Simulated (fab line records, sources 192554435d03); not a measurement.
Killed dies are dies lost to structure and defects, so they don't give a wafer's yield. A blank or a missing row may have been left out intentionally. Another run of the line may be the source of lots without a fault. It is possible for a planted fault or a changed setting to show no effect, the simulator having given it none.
Split-lot study | flow n5_finfet | 21 wafers read across 7 lots, on a route 1938 steps long

== THE SPLIT ==
At N5_BEOL_M13_EXPOSE_07 (exposes mask V12), the setting dose_mj was moved away from the recipe's 24.8 on 7 of the 21 wafers read, by -3.7% to +6.9%. All remaining wafers had this setting at the recipe value.

== FROM THE SPLIT TO THE READING: what the file shows between them, 11 steps ==
- N5_BEOL_M13_PEB_08: peb time 90 s
- N5_BEOL_M13_DEVELOP_09: develop time 45 s
- N5_BEOL_M13_HARDBAKE_14: time 120 s
- N5_BEOL_M13_CD_MEAS_10: target cd 190 nm
- N5_BEOL_M13_DESCUM_15: chemistry O2, time 7.9 s
- N5_BEOL_M13_ETCH_59: etches BARC in N2/H2, target depth 89 nm, overetch 26.7 nm, time 67.9 s
- N5_BEOL_M13_VIA_ETCH_16: etches SiOC in C4F8/O2/Ar, target depth 921.7 nm
- N5_BEOL_M13_STRIP_63: strips in N2/H2
- N5_BEOL_M13_STRIP_64: strips in N2/H2
- N5_BEOL_M13_STRIP_71: strips in post etch residue remover, time 60 s
- N5_BEOL_M13_SRD_72: time 30 s, dry time 30 s

== THE READING ==
cd_nm at N5_BEOL_M13_CD_MEAS_17, given in nm (cd target 190 nm). A value of 190.5 nm with a standard deviation of 1.4 nm is what fault-free wafers of this fab line usually give.

wafer  | tool, chamber at the split | dose_mj as run | against the recipe | cd_nm, nm | against lot-mates on the recipe
L074.2 | krf_scanner-01, 0          | 26.51          | +6.9%              | 200.4     | +10.0
L074.4 | krf_scanner-01, 0          | 26.51          | +6.9%              | 195.6     | +5.2
L074.6 | krf_scanner-01, 0          | 24.8           | recipe             | 190.4     | -
L084.3 | krf_scanner-02, 0          | 26.1           | +5.2%              | 196.7     | +4.9
L084.4 | krf_scanner-02, 0          | 24.8           | recipe             | 191.8     | -
L084.5 | krf_scanner-02, 0          | 26.1           | +5.2%              | 197.2     | +5.4
L085.1 | krf_scanner-02, 0          | 24.8           | recipe             | 189.5     | -
L085.3 | krf_scanner-02, 0          | 24.8           | recipe             | 191.5     | -
L085.4 | krf_scanner-02, 0          | 24.8           | recipe             | 191.3     | -
L086.2 | krf_scanner-02, 0          | 24.8           | recipe             | 189.5     | -
L086.5 | krf_scanner-02, 0          | 23.88          | -3.7%              | 185.7     | -4.0
L086.6 | krf_scanner-02, 0          | 24.8           | recipe             | 189.8     | -
L089.2 | krf_scanner-02, 0          | 24.8           | recipe             | 191.7     | -
L089.5 | krf_scanner-02, 0          | 24.8           | recipe             | 189.8     | -
L089.6 | krf_scanner-02, 0          | 24.8           | recipe             | 190.4     | -
L090.1 | krf_scanner-02, 0          | 23.97          | -3.3%              | 186.3     | -4.6
L090.2 | krf_scanner-02, 0          | 24.8           | recipe             | 190.9     | -
L090.6 | krf_scanner-02, 0          | 23.97          | -3.3%              | 187.4     | -3.5
L093.1 | krf_scanner-02, 0          | 24.8           | recipe             | 190.6     | -
L093.2 | krf_scanner-02, 0          | 24.8           | recipe             | 189.1     | -
L093.5 | krf_scanner-02, 0          | 24.8           | recipe             | 189.9     | -

THE FIT
A straight line over all 21 wafers: cd_nm changes by +1.15 nm for each +1% of dose_mj; r = +0.95; the points scatter about the line by 1.1 nm.
The same after taking each lot's own level away (the mean of its wafers on the recipe; 21 wafers): +1.08 nm for each +1%; r = +0.96; scatter 0.99 nm.
According to that fit, moving dose_mj by its largest amount changes the reading by 7.5 nm.
Measured against the standard deviation above, the lots' own levels, which go from 189.65 to 191.80 nm, span 1.5 times it.
Hence the lot-to-lot level has little effect on the slope; both slopes agree.
Check: +6.44 nm against its lot-mates is what the line predicts for one of the wafers moved furthest among these (+6.9%) when that wafer is left out of the fit. Against them it came out at +10 nm.

== THE OTHER SPLITS THESE WAFERS WENT THROUGH ==
Note: prior to the reading, these wafers also went through further splits. Each is held against what the fit with the lots' levels taken away leaves over:
other split on the same wafers     | wafers away from the commonest value | r with cd_nm (lot level and that fit taken away)
N5_BEOL_M10_COAT_64 spin_rpm       | 8                                    | -0.11
N5_BEOL_M10_COAT_22 spin_rpm       | 6                                    | -0.06
N5_BEOL_M11_HM_DEP_02 target_thk_a | 6                                    | +0.32
N5_BEOL_M13_COAT_58 spin_rpm       | 6                                    | +0.29

== THE WHOLE CHAIN: every reading that the file lists as answering this split, in the file's order ==
step                   | what it does     | reading | change (the file's fit)               | r (the file's)
N5_BEOL_M13_CD_MEAS_10 | target cd 190 nm | cd_nm   | +0.976 nm for each +1% of the setting | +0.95
N5_BEOL_M13_CD_MEAS_17 | target cd 190 nm | cd_nm   | +1.08 nm for each +1% of the setting  | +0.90

== FILE'S OWN FIT ==
cd_nm changes by +1.08 nm for each +1% of dose_mj, r = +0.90.
